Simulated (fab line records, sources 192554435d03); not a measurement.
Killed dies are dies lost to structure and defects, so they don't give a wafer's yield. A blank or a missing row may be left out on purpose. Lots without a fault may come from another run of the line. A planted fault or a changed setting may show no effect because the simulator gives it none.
Problem report in the 8D (eight disciplines) form, filled by code | flow n5_finfet | the parts of the form that need people (team, actions taken, sign-off) are left out

1. THE PROBLEM
thk_nm at N5_SD_EPI_N_EPI_MEAS_23 reads a mean of 46.0 nm on 7 wafers of 3 lots; wafers without a fault read 59.0 nm with a standard deviation of 1.1. That is -12 standard deviations from the usual mean.
First seen on wafer L375.1, day 5 01:05, on film_metro-01. The record holds 24 wafers of 8 lots with a number at this step. Rule for "out", or "out of limits": more than 4 standard deviations from the usual mean. The other wafers with a number count as sound.

2. WHAT IT IS AND WHAT IT IS NOT
question                    | is                                                     | is not
which readings at this step | thk_nm                                                 | -
which lots                  | L375, L376, L377                                       | L369, L387, L388, L389, L390
which wafers of those lots  | L375.1, L375.6, L376.1, L376.4, L377.1, L377.4, L377.6 | L375.3, L376.3
read on which gauges        | film_metro-01, film_metro-02                           | -
when                        | from day 5 01:05                                       | up to then (4 sound wafers); but 13 sound wafers of L376, L387, L388, L389, L390 came after

3. SUSPECTS, AND WHAT RULES EACH OUT
Counting: a tool at a process step up to the reading stays a suspect if it ran every lot that is out. Sound lots after the first of them don't rule it out here, since some wafers of a struck lot are sound.
- the gauge at N5_SD_EPI_N_EPI_MEAS_23: ruled out. The wafers that are out were read on 2 gauges (film_metro-01, film_metro-02).
- epi_rpcvd-04 at N5_SD_EPI_N_EPI_21 (deposits Si:P, time 690 s): kept. It ran every lot that is out, first L375 (day 4 23:22); its last sound lot up to then is L369 (day 3 12:26).
Left after counting: epi_rpcvd-04 at N5_SD_EPI_N_EPI_21.

4. THE CAUSE (what the simulator had put in)
Process parameter drift: epi_rpcvd-04, from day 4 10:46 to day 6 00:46, at N5_SD_EPI_N_EPI_21. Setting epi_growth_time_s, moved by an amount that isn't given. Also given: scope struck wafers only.
Counting left only this tool.

5. THE CHAIN OF EFFECTS, in route order
Each row: a reading whose mean over the struck wafers that have a number lies more than 3 standard deviations from the usual. Only readings for which the record gives a usual standard deviation are gone through. hours: the time from each lot's start at the first step in this table that gives one to its start at this step, as a median over the lots. sigmas: the change in usual standard deviations.
hours | step                        | reading | usual        | on struck wafers | change | sigmas
0     | N5_SD_EPI_N_EPI_MEAS_23     | thk_nm  | 59.0 nm      | 46.0             | -13.0  | -12
5     | N5_SD_ACTIVATION_RS_MEAS_03 | RS_SD_N | 21.87 ohm/sq | 27.98            | +6.11  | +22
157   | N5_BEOL_M4_RC_MEAS_101      | REXT_N  | 75.0 ohm.um  | 82.6             | +7.6   | +4.7
157   | N5_BEOL_M4_RC_MEAS_101      | RS_SD_N | 28.3 ohm/sq  | 36.1             | +7.8   | +22

6. WHAT WOULD HAVE CAUGHT IT SOONER
In this record the first reading out of limits at a measuring or inspecting step was taken at day 5 01:05, 14 hours after the fault began at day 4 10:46.
Of the lots that are out (3), L376, L377 began N5_SD_EPI_N_EPI_21 on epi_rpcvd-04 after day 5 01:05. A hold on the tool at that time would have spared those 2.
